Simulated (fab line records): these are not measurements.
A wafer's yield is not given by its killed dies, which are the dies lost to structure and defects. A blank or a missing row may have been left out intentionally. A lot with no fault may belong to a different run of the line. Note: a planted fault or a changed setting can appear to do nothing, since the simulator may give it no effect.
A struck lot beside a sound one | flow nand-harc | 15 steps out of a route of 1159
Sound: wafers L951.4, L951.5, L951.6. Struck: wafers L959.3, L959.6 (left out: L959.5, a lot-mate that was not struck); the cause follows at the end.
For every step that has rows: the tool of each side, followed by ch and its chambers, followed by its first start. Under that, the readings that differ: sound wafers | struck wafers | difference of the means | sigmas: that difference in standard deviations of wafers without a fault.
alike: words and numbers the same on both sides, and readings whose means are apart by under 2 such deviations; not compared: readings that were withheld, readings missing a value for some wafer, numbers with overlapping values and no deviation given by the record, and bounds like >300 which may hide the same value.
The two part at a step that has a row with sigmas, a row that says differs or no value, or rows on one side only. When numbers do not overlap yet have no deviation, they are printed without sigmas and do not part them. A reading that every wafer of one side lacks parts them only if that side has two wafers or more.

first, 1 step without rows for these wafers: NHARC_A_ONON_D1_DEP_00 (target thk 1000 nm).
NHARC_A_ONON_D1_THK_MEAS_02: measures by ellipsometry.
  sound: film-metro-02 at day 8 06:13; struck: film-metro-01 at day 10 18:32
  alike: thk-nm
next comes 1 step that has no rows for these wafers: NHARC_A_ONON_D1_DEP_03 (target thickness 1000 nm).
NHARC_A_ONON_D1_THK_MEAS_05: measures by ellipsometry.
  sound: film-metro-02 at day 8 06:47; struck: film-metro-02 at day 10 19:07
  alike: thk-nm
next comes 1 step that has no rows for these wafers: NHARC_A_ONON_D1_DEP_06 (target thickness 1000 nm).
NHARC_A_ONON_D1_THK_MEAS_08: measures by ellipsometry.
  sound: film-metro-02 at day 8 07:22; struck: film-metro-01 at day 10 19:40
  alike: thk-nm
next comes 1 step that has no rows for these wafers: NHARC_A_ONON_D1_DEP_09 (target thickness 1000 nm).
NHARC_A_ONON_D1_THK_MEAS_11: measures by ellipsometry.
  sound: film-metro-02 at day 8 07:55; struck: film-metro-01 at day 10 20:14
  reading     | sound       | struck    | difference | sigmas
  thk-nm (nm) | 991 991 991 | 1015 1017 | +25        | +2
next comes 1 step that has no rows for these wafers: NHARC_A_ONON_D1_DEP_12 (target thickness 1000 nm).
NHARC_A_ONON_D1_THK_MEAS_14: measures by ellipsometry.
  sound: film-metro-02 at day 8 08:29; struck: film-metro-01 at day 10 20:49
  alike: thk-nm
then, 1 step without rows for these wafers: NHARC_A_ONON_D1_ANNEAL_15 (time 3600 s).
NHARC_A_ONON_D1_DEP_16: target thk 1000 nm.
  sound on pecvd-onon-04 ch 0, day 8 15:17; struck on pecvd-onon-03 ch 0, day 11 03:48
NHARC_A_ONON_D1_THK_MEAS_18: measures by ellipsometry.
  sound: film-metro-01 at day 8 15:38; struck: film-metro-01 at day 11 04:13
  reading     | sound       | struck    | difference | sigmas
  thk-nm (nm) | 989 987 987 | 1676 1676 | +688       | +63
next comes 1 step that has no rows for these wafers: NHARC_A_ONON_D1_DEP_19 (target thickness 1000 nm).
-- record jumps: 11 days between struck wafers' starts before vs after; left off in module A_ONON_D1, resumes in module END, first step shown is number 1159 of the route --
NHARC_END_SORT_01:
  at this point the record logs the struck wafers (prober-02 ch 0, day 22 03:23) and has no rows for the sound ones

## WHERE THEY PART
Last at NHARC_END_SORT_01 as far as this record goes, first at NHARC_A_ONON_D1_THK_MEAS_11.

WHY: the cause the simulator had injected
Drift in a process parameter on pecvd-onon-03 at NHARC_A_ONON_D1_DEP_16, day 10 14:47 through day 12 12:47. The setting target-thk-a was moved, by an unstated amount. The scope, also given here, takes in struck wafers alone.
